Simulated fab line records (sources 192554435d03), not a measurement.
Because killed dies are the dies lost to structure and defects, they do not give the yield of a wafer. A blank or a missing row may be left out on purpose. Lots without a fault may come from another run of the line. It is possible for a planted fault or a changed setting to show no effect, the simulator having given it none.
fab line records    flow n5_finfet    part 1 of 2: steps 1 to 4 of 6
[record] lots = 23  wafers = 69  last_day = 19
route steps=1938 shown MOL_CONTACT_COAG@602 BEOL_M0_SAQP@637
lots that met no fault: from a run of the same line without faults
start_h: the number of hours between the record's first day and the start of the first shown wafer of the lot    wait_h: how many hours have passed since the lot's step before this one    " identical to the entry in the row above    L1.1+2: a row that stands for several wafers    - no value present, or no start provided    * or withheld: withheld    < > ~ a bound
route shown NAME@n: NAME is a module with steps in the file, n the number in the route of the first one    usual: mean/standard deviation taken from wafers without a fault    same: alike in all rows    chamber/n: place in a boat    sites: per-site readings    _std_site: standard deviation across them    _edge_site: inner sites' mean taken away from outer sites' mean    radius_mm: how far each site lies from the wafer's centre    mask NAME#n: copy n    behind: the most recent tool/chamber to have shaped the wafer    hold: why the lot went on hold/how many hours it stayed there/how the hold came to an end    device: whichever transistor did not switch (one of n, p or np)    end of line: the same wafers' tests at the end of the route    where a step has no rows: the recipe by itself    killed: dies that structure and defects cost at the first sort, which is not the same as the wafer's yield    map: a wafer's dies, x killed, . not, _ none there
set.NAME: the run value of the setting; set.NAME@STEP: its run value at that earlier step    model.NAME: the simulator's own value behind a step, which no gauge read
route steps across a sampled set of lots; one table per step, one row per wafer
services: a tool's chamber out of use, with start hour (start_h, from the record's first day; less than 0 if before it), hours out, and reason
[[steps]]
[step N5_MOL_CONTACT_COAG_CD_MEAS_40]
[recipe] target_cd_nm = 25.1  landing_energy_ev = 500  detector = se_inlens  polarity = opening
[usual] cd_nm = 25.00/0.22
lot.wafer  tool       chamber  start_h  wait_h  cd_nm
L074.2     cd_sem-03  0        108.68   -       25.25
L074.3     "          0        "        "       24.43
L074.6     "          0        "        "       25.21
L075.2     cd_sem-01  0        108.94   -       24.58
L075.3     "          0        "        "       24.84
L075.5     "          0        "        "       24.83
L076.1     cd_sem-03  0        113.40   -       25.26
L076.4     "          0        "        "       25.09
L076.5     "          0        "        "       25.00
L077.3     cd_sem-02  0        123.18   -       25.35
L077.5     "          0        "        "       24.90
L077.6     "          0        "        "       24.77
L078.1     cd_sem-02  0        134.06   -       24.95
L078.2     "          0        "        "       24.63
L078.3     "          0        "        "       25.24
L079.2     cd_sem-03  0        138.23   -       25.18
L079.4     "          0        "        "       25.55
L079.6     "          0        "        "       24.72
L080.1     cd_sem-01  0        146.62   -       24.96
L080.2     "          0        "        "       24.92
L080.6     "          0        "        "       24.93
L082.4     cd_sem-03  0        149.79   -       25.04
L082.5     "          0        "        "       24.43
L082.6     "          0        "        "       25.03
L083.2     cd_sem-03  0        159.49   -       24.70
L083.3     "          0        "        "       24.75
L083.5     "          0        "        "       25.28
L084.1     cd_sem-01  0        159.68   -       24.85
L084.4     "          0        "        "       25.09
L084.6     "          0        "        "       24.94
L085.2     cd_sem-01  0        166.80   -       24.71
L085.3     "          0        "        "       24.85
L085.6     "          0        "        "       25.16
L086.2     cd_sem-02  0        170.97   -       24.98
L086.3     "          0        "        "       25.26
L086.4     "          0        "        "       25.25
L087.1     cd_sem-02  0        181.82   -       25.00
L087.2     "          0        "        "       24.72
L087.6     "          0        "        "       24.65
L088.2     cd_sem-03  0        186.36   -       24.91
L088.5     "          0        "        "       24.82
L088.6     "          0        "        "       25.17
L089.2     cd_sem-03  0        188.90   -       24.89
L089.4     "          0        "        "       24.74
L089.5     "          0        "        "       25.08
L090.2     cd_sem-02  0        196.69   -       24.97
L090.3     "          0        "        "       25.08
L090.4     "          0        "        "       25.39
L091.3     cd_sem-02  0        202.46   -       24.90
L091.4     "          0        "        "       25.06
L091.6     "          0        "        "       25.28
L092.4     cd_sem-02  0        212.70   -       25.20
L092.5     "          0        "        "       25.13
L092.6     "          0        "        "       24.73
L093.1     cd_sem-03  0        219.00   -       24.91
L093.2     "          0        "        "       25.01
L093.4     "          0        "        "       24.90
L094.1     cd_sem-03  0        225.20   -       24.88
L094.2     "          0        "        "       24.77
L094.3     "          0        "        "       24.77
L095.1     cd_sem-02  0        234.61   -       25.22
L095.4     "          0        "        "       24.74
L095.5     "          0        "        "       25.06
L096.3     cd_sem-03  0        240.28   -       25.38
L096.5     "          0        "        "       24.86
L096.6     "          0        "        "       25.21
L097.1     cd_sem-02  0        241.89   -       25.05
L097.5     "          0        "        "       25.11
L097.6     "          0        "        "       25.33
[step N5_MOL_CONTACT_COAG_OVL_MEAS_41]
[recipe] points_per_wafer = 522
[usual] VD_OVL = 0.0/0.58
lot.wafer  tool        chamber  start_h  wait_h  VD_OVL[nm]
L074.2     overlay-02  0        108.71   0.0     -0.2
L074.3     "           0        "        "       -0.6
L074.6     "           0        "        "       -0.2
L075.2     overlay-02  0        108.98   0.0     0.1
L075.3     "           0        "        "       0.1
L075.5     "           0        "        "       0.2
L076.1     overlay-02  0        113.43   0.0     1.4
L076.4     "           0        "        "       -0.1
L076.5     "           0        "        "       0.3
L077.3     overlay-02  0        123.22   0.0     0.1
L077.5     "           0        "        "       -0.3
L077.6     "           0        "        "       0.6
L078.1     overlay-02  0        134.09   0.0     -0.2
L078.2     "           0        "        "       -0.4
L078.3     "           0        "        "       -1.0
L079.2     overlay-01  0        138.26   0.0     -0.2
L079.4     "           0        "        "       -0.4
L079.6     "           0        "        "       0.7
L080.1     overlay-02  0        146.65   0.0     -0.3
L080.2     "           0        "        "       0.1
L080.6     "           0        "        "       0.2
L082.4     overlay-02  0        149.84   0.0     -0.3
L082.5     "           0        "        "       0.4
L082.6     "           0        "        "       0.3
L083.2     overlay-02  0        159.52   0.0     -0.1
L083.3     "           0        "        "       -0.2
L083.5     "           0        "        "       -1.3
L084.1     overlay-01  0        159.71   0.0     -0.5
L084.4     "           0        "        "       0.5
L084.6     "           0        "        "       0.9
L085.2     overlay-02  0        166.83   0.0     -0.8
L085.3     "           0        "        "       -0.6
L085.6     "           0        "        "       0.5
L086.2     overlay-01  0        171.01   0.0     0.5
L086.3     "           0        "        "       -0.2
L086.4     "           0        "        "       0.0
L087.1     overlay-01  0        181.85   0.0     0.6
L087.2     "           0        "        "       0.6
L087.6     "           0        "        "       0.4
L088.2     overlay-02  0        186.40   0.0     0.5
L088.5     "           0        "        "       0.0
L088.6     "           0        "        "       -0.7
L089.2     overlay-01  0        188.94   0.0     -0.7
L089.4     "           0        "        "       -0.1
L089.5     "           0        "        "       -0.2
L090.2     overlay-01  0        196.72   0.0     0.5
L090.3     "           0        "        "       -0.1
L090.4     "           0        "        "       0.9
L091.3     overlay-01  0        202.50   0.0     -0.1
L091.4     "           0        "        "       -1.1
L091.6     "           0        "        "       0.2
L092.4     overlay-02  0        212.75   0.0     0.2
L092.5     "           0        "        "       0.1
L092.6     "           0        "        "       0.2
L093.1     overlay-01  0        219.03   0.0     -1.5
L093.2     "           0        "        "       -0.9
L093.4     "           0        "        "       0.1
L094.1     overlay-02  0        225.23   0.0     0.4
L094.2     "           0        "        "       0.7
L094.3     "           0        "        "       0.6
L095.1     overlay-02  0        234.64   0.0     0.0
L095.4     "           0        "        "       1.6
L095.5     "           0        "        "       0.7
L096.3     overlay-02  0        240.32   0.0     -1.0
L096.5     "           0        "        "       0.3
L096.6     "           0        "        "       -0.6
L097.1     overlay-02  0        241.92   0.0     0.1
L097.5     "           0        "        "       -0.3
L097.6     "           0        "        "       0.2
[step N5_MOL_CONTACT_COAG_ETCH_67]
[recipe] chemistry = N2/H2  target = SOC  target_depth_a = 600  overetch_a = 210  mask_material = SiARC  temp_c = 40  time_s = 101.2  ion_energy_ev = 200  pressure_mtorr = 30  source_w = 840  bias_w = 150  n2_flow_sccm = 200  h2_flow_sccm = 200
[usual] bias_w = 150.0/0.47  drypump_motor_current_A = 5.74/0.26  oes_product_au = 0.69/0.076  rf_vpp_V = 525.1/2.4  showerhead_plenum_p_Torr = 2.58/0.08  temp_c = 40.00/0.1  throttle_valve_pct = 17.7/0.33
lot.wafer  tool         chamber  start_h  wait_h  bias_w  drypump_motor_current_A  oes_product_au  rf_hours_counter_h  rf_vpp_V  showerhead_plenum_p_Torr  temp_c  throttle_valve_pct
L074.2     rie_diel-06  0        110.10   0.0     149.7   5.59                     0.74            28                  528.1     2.72                      39.86   17.8
L074.3     "            1        "        "       150.0   5.61                     0.73            52                  522.3     2.49                      39.97   17.7
L074.6     "            3        "        "       149.9   5.27                     0.59            -                   527.2     2.61                      40.00   17.7
L075.2     rie_diel-06  1        110.44   0.0     149.8   5.60                     0.72            53                  523.1     2.49                      40.03   17.7
L075.3     "            3        "        "       150.3   5.28                     0.59            229                 525.5     2.61                      39.82   17.7
L075.5     "            1        "        "       150.5   5.61                     0.73            -                   522.6     2.49                      39.91   17.7
L076.1     rie_diel-05  0        113.89   0.0     149.7   5.60                     0.68            88                  524.9     2.56                      40.09   17.5
L076.4     "            3        "        "       150.2   5.94                     0.59            227                 523.5     2.52                      40.12   18.2
L076.5     "            3        "        "       150.7   5.93                     0.58            -                   523.5     2.52                      40.08   18.2
L077.3     rie_diel-04  2        124.19   0.0     150.1   5.45                     0.58            199                 519.4     2.43                      39.81   18.3
L077.5     "            2        "        "       149.6   5.46                     0.59            -                   519.5     2.43                      39.90   18.3
L077.6     "            1        "        "       149.7   6.07                     0.56            -                   525.6     2.60                      40.05   18.1
L078.1     rie_diel-05  2        134.60   0.0     150.3   6.16                     0.71            55                  526.2     2.59                      40.07   17.9
L078.2     "            0        "        "       150.3   5.60                     0.67            98                  524.2     2.56                      39.96   17.5
L078.3     "            3        "        "       149.3   5.90                     0.58            238                 522.9     2.51                      40.02   18.2
L079.2     rie_diel-05  0        139.17   0.0     149.4   5.56                     0.66            100                 526.0     2.56                      40.05   17.5
L079.4     "            3        "        "       150.4   5.91                     0.58            240                 523.0     2.51                      39.88   18.2
L079.6     "            1        "        "       150.1   5.81                     0.83            -                   524.5     2.60                      39.90   17.2
L080.1     rie_diel-06  1        147.29   0.0     150.2   5.60                     0.71            67                  522.9     2.48                      39.96   17.7
L080.2     "            0        "        "       149.5   5.61                     0.72            42                  528.9     2.71                      40.02   17.9
L080.6     "            2        "        "       149.4   5.75                     0.74            -                   529.9     2.70                      40.09   17.3
L082.4     rie_diel-05  3        150.32   0.0     149.8   5.91                     0.57            243                 522.8     2.51                      39.77   18.2
L082.5     "            2        "        "       150.8   6.14                     0.71            -                   525.1     2.58                      39.99   18.0
L082.6     "            3        "        "       149.5   5.90                     0.57            -                   522.6     2.51                      39.88   18.2
L083.2     rie_diel-05  0        159.96   0.0     149.3   5.61                     0.66            108                 523.5     2.55                      39.69   17.5
L083.3     "            1        "        "       150.1   5.84                     0.79            7                   525.0     2.60                      40.13   17.2
L083.5     "            3        "        "       150.1   5.88                     0.57            -                   523.7     2.51                      40.00   18.2
L084.1     rie_diel-06  2        160.15   0.0     149.5   5.75                     0.74            33                  527.6     2.69                      39.95   17.3
L084.4     "            1        "        "       150.5   5.60                     0.71            72                  521.6     2.48                      39.79   17.7
L084.6     "            3        "        "       150.0   5.28                     0.58            -                   525.7     2.60                      39.92   17.7
L085.2     rie_diel-05  2        167.27   0.0     150.1   6.15                     0.71            67                  526.0     2.58                      39.95   18.0
L085.3     "            3        "        "       150.7   5.96                     0.57            250                 521.6     2.51                      40.04   18.2
L085.6     "            3        "        "       150.4   5.93                     0.57            -                   521.8     2.51                      40.15   18.2
L086.2     rie_diel-06  0        171.47   0.0     149.9   5.56                     0.71            50                  528.5     2.71                      39.89   17.9
L086.3     "            2        "        "       149.3   5.77                     0.74            37                  528.4     2.69                      39.95   17.3
L086.4     "            3        "        "       149.4   5.27                     0.59            250                 525.8     2.60                      39.94   17.8
L087.1     rie_diel-06  1        182.60   0.0     149.6   5.62                     0.70            79                  522.1     2.48                      39.99   17.7
L087.2     "            0        "        "       150.8   5.59                     0.70            54                  527.5     2.71                      39.81   17.9
L087.6     "            1        "        "       149.4   5.60                     0.70            -                   522.6     2.48                      40.09   17.7
L088.2     rie_diel-04  0        187.22   0.0     150.3   5.46                     0.57            234                 523.1     2.50                      40.04   17.9
L088.5     "            1        "        "       150.4   6.04                     0.78            -                   526.5     2.60                      40.10   17.6
L088.6     "            2        "        "       149.8   5.46                     0.57            -                   518.6     2.42                      40.10   18.4
L089.2     rie_diel-05  0        189.70   0.0     149.4   5.59                     0.65            119                 524.1     2.55                      39.89   17.5
L089.4     "            1        "        "       149.6   5.81                     0.78            -                   524.7     2.59                      40.09   17.2
L089.5     "            2        "        "       150.0   6.14                     0.70            -                   525.5     2.58                      39.91   18.0
L090.2     rie_diel-06  2        197.16   0.0     149.5   5.75                     0.72            47                  528.2     2.69                      40.00   17.3
L090.3     "            1        "        "       149.4   5.64                     0.69            85                  521.8     2.47                      40.15   17.8
L090.4     "            0        "        "       150.9   5.56                     0.71            60                  526.7     2.70                      39.83   17.9
L091.3     rie_diel-05  0        202.93   0.0     150.3   5.63                     0.65            125                 523.5     2.55                      39.90   17.5
L091.4     "            0        "        "       150.2   5.60                     0.64            -                   523.0     2.55                      40.08   17.5
L091.6     "            1        "        "       150.3   5.83                     0.76            -                   525.5     2.59                      39.96   17.2
L092.4     rie_diel-04  2        213.32   0.0     149.8   5.47                     0.57            230                 521.1     2.42                      40.25   18.4
L092.5     "            1        "        "       150.7   6.05                     0.77            -                   524.0     2.59                      40.20   17.7
L092.6     "            2        "        "       149.7   5.45                     0.57            -                   520.0     2.42                      40.24   18.4
L093.1     rie_diel-05  1        219.47   0.0     149.7   5.83                     0.74            31                  525.8     2.59                      40.18   17.3
L093.2     "            3        "        "       150.1   5.93                     0.82            1                   522.8     2.51                      40.05   17.8
L093.4     "            0        "        "       150.4   5.54                     0.64            131                 523.3     2.54                      40.09   17.5
L094.1     rie_diel-05  0        225.77   0.0     149.9   5.58                     0.64            133                 523.7     2.54                      40.11   17.5
L094.2     "            2        "        "       149.9   6.13                     0.69            90                  526.8     2.57                      39.90   18.0
L094.3     "            3        "        "       149.8   5.94                     0.80            3                   521.4     2.51                      39.90   17.8
L095.1     rie_diel-04  2        235.18   0.0     149.7   5.44                     0.57            236                 520.1     2.41                      40.06   18.4
L095.4     "            3        "        "       149.6   6.04                     0.71            61                  527.5     2.70                      39.92   17.8
L095.5     "            0        "        "       150.0   5.42                     0.57            -                   522.3     2.50                      39.99   17.9
L096.3     rie_diel-06  2        240.76   0.0     150.3   5.75                     0.71            59                  529.0     2.68                      39.88   17.3
L096.5     "            0        "        "       150.3   5.58                     0.69            -                   528.6     2.70                      40.05   17.9
L096.6     "            3        "        "       150.3   5.27                     0.79            -                   525.0     2.60                      40.03   17.3
L097.1     rie_diel-06  1        242.62   0.0     150.1   5.63                     0.68            98                  522.0     2.47                      40.31   17.8
L097.5     "            3        "        "       150.8   5.26                     0.80            -                   524.4     2.60                      39.93   17.3
L097.6     "            2        "        "       149.9   5.75                     0.71            -                   528.3     2.68                      40.08   17.3
[step N5_BEOL_M0_SAQP_PECVD_97]
[recipe] material = SiNx  target_thk_a = 230  temp_c = 350  precursor = SiH4/NH3/N2  pressure_torr = 1.5  rf_w = 300  time_s = 19.9
[usual] heater_power_w = 534/60  showerhead_plenum_p_Torr = 5.15/0.04  throttle_valve_pct = 39.7/2.2
lot.wafer  tool      chamber  start_h  wait_h  heater_power_w  showerhead_plenum_p_Torr  throttle_valve_pct
L074.2     pecvd-01  1        116.66   0.0     551             5.13                      41.0
L074.3     "         0        "        "       524             5.11                      37.6
L074.6     "         0        "        "       536             5.13                      37.8
L075.2     pecvd-03  0        118.66   0.0     537             5.21                      42.5
L075.3     "         2        "        "       503             5.16                      39.6
L075.5     "         2        "        "       495             5.17                      39.6
L076.1     pecvd-01  1        121.66   0.0     469             5.12                      40.7
L076.4     "         0        "        "       546             5.13                      37.6
L076.5     "         0        "        "       550             5.13                      37.7
L077.3     pecvd-01  0        129.40   0.0     515             5.14                      37.7
L077.5     "         0        "        "       534             5.13                      37.6
L077.6     "         1        "        "       484             5.13                      40.9
L078.1     pecvd-01  0        141.28   0.0     516             5.13                      37.9
L078.2     "         1        "        "       520             5.12                      40.7
L078.3     "         2        "        "       454             5.20                      36.2
L079.2     pecvd-03  0        144.89   0.0     618             5.19                      42.4
L079.4     "         0        "        "       649             5.19                      42.9
L079.6     "         1        "        "       539             5.18                      39.6
L080.1     pecvd-03  0        153.89   0.0     607             5.19                      42.7
L080.2     "         2        "        "       451             5.17                      39.5
L080.6     "         2        "        "       446             5.17                      39.8
L082.4     pecvd-03  1        155.23   0.0     542             5.18                      39.5
L082.5     "         2        "        "       505             5.15                      39.9
L082.6     "         0        "        "       540             5.20                      42.9
L083.2     pecvd-02  0        165.83   0.0     577             5.12                      42.9
L083.3     "         1        "        "       573             5.16                      38.8
L083.5     "         0        "        "       571             5.09                      42.6
L084.1     pecvd-03  1        170.03   0.0     527             5.19                      39.5
L084.4     "         2        "        "       524             5.17                      39.7
L084.6     "         0        "        "       617             5.18                      42.9
L085.2     pecvd-02  0        175.75   0.0     588             5.09                      42.8
L085.3     "         2        "        "       565             5.05                      36.7
L085.6     "         1        "        "       668             5.14                      38.8
L086.2     pecvd-02  0        176.73   0.0     551             5.11                      42.9
L086.3     "         2        "        "       669             5.05                      36.4
L086.4     "         0        "        "       557             5.10                      42.6
L087.1     pecvd-03  0        187.85   0.0     592             5.21                      43.2
L087.2     "         1        "        "       531             5.18                      39.8
L087.6     "         2        "        "       529             5.18                      39.9
L088.2     pecvd-03  2        192.09   0.0     489             5.18                      40.1
L088.5     "         0        "        "       624             5.19                      43.2
L088.6     "         1        "        "       453             5.20                      39.7
L089.2     pecvd-03  0        195.78   0.0     529             5.19                      43.4
L089.4     "         1        "        "       464             5.19                      39.5
L089.5     "         0        "        "       537             5.19                      43.1
L090.2     pecvd-01  2        202.69   0.0     450             5.21                      36.6
L090.3     "         0        "        "       538             5.12                      38.0
L090.4     "         2        "        "       465             5.20                      36.5
L091.3     pecvd-03  1        208.66   0.0     519             5.19                      39.4
L091.4     "         0        "        "       603             5.19                      43.1
L091.6     "         1        "        "       554             5.18                      39.5
L092.4     pecvd-01  2        220.11   0.0     427             5.21                      36.6
L092.5     "         0        "        "       520             5.12                      38.1
L092.6     "         1        "        "       480             5.11                      40.9
L093.1     pecvd-01  2        225.80   0.0     466             5.19                      36.8
L093.2     "         0        "        "       572             5.12                      38.0
L093.4     "         2        "        "       483             5.20                      36.5
L094.1     pecvd-01  1        232.87   0.0     476             5.14                      40.9
L094.2     "         2        "        "       413             5.21                      36.5
L094.3     "         0        "        "       520             5.14                      37.6
L095.1     pecvd-01  2        241.38   0.0     406             5.19                      36.3
L095.4     "         2        "        "       419             5.21                      36.4
L095.5     "         1        "        "       526             5.13                      40.8
L096.3     pecvd-03  0        245.64   0.0     630             5.20                      43.6
L096.5     "         1        "        "       533             5.20                      39.6
L096.6     "         0        "        "       587             5.18                      43.9
L097.1     pecvd-01  1        248.66   0.0     497             5.13                      41.0
L097.5     "         0        "        "       587             5.14                      37.9
L097.6     "         2        "        "       457             5.21                      36.5
